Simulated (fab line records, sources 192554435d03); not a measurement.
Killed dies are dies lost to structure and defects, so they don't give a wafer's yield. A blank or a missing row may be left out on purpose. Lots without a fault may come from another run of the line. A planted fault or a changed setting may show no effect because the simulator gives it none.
Chamber matching | flow n5_finfet | N5_BEOL_M0_PRE_CLEAN_131 on cvd_co-02: 3 sister chambers
The step time 15 s. 6 wafers are shown with their chamber, then 7 later ones without.

WAFERS WITH THEIR CHAMBER
wafer  | chamber | heater_power_outer_w (W) | heater_power_w (W)
L227.4 | 0       | 17                       | 60
L234.1 | 1       | 14                       | 65
L234.3 | 2       | 8                        | 58
L234.5 | 2       | 9                        | 59
L233.3 | 1       | 14                       | 66
L233.4 | 0       | 18                       | 62

WAFERS WITHOUT THEIR CHAMBER
wafer  | heater_power_outer_w (W) | heater_power_w (W)
L233.6 | 9                        | 59
L237.1 | 14                       | 66
L237.5 | 14                       | 65
L237.6 | 17                       | 60
L242.1 | 17                       | 62
L242.4 | 9                        | 59
L242.5 | 14                       | 65

WHICH CHAMBER EACH WENT THROUGH
wafer  | from the rows above | in truth
L233.6 | 2                   | 2
L237.1 | 1                   | 1
L237.5 | 1                   | 1
L237.6 | 0                   | 0
L242.1 | 0                   | 0
L242.4 | 2                   | 2
L242.5 | 1                   | 1
Placed correctly: 7 of 7. Can't be placed from these rows: 0. Placed wrongly: 0.
How it was worked out, from the rows above alone: a wafer's distance from a chamber is the root of the sum, over the readings, of the square of ((its reading less the chamber's mean) divided by the reading's scatter). The wafer belongs to the nearest chamber; if the next one is less than 2 further off, it can't be placed. A chamber's mean is the mean of its shown wafers. The scatter: the root of (the sum of the squares of (reading less its chamber's mean) over the shown wafers, divided by (wafers less chambers)).
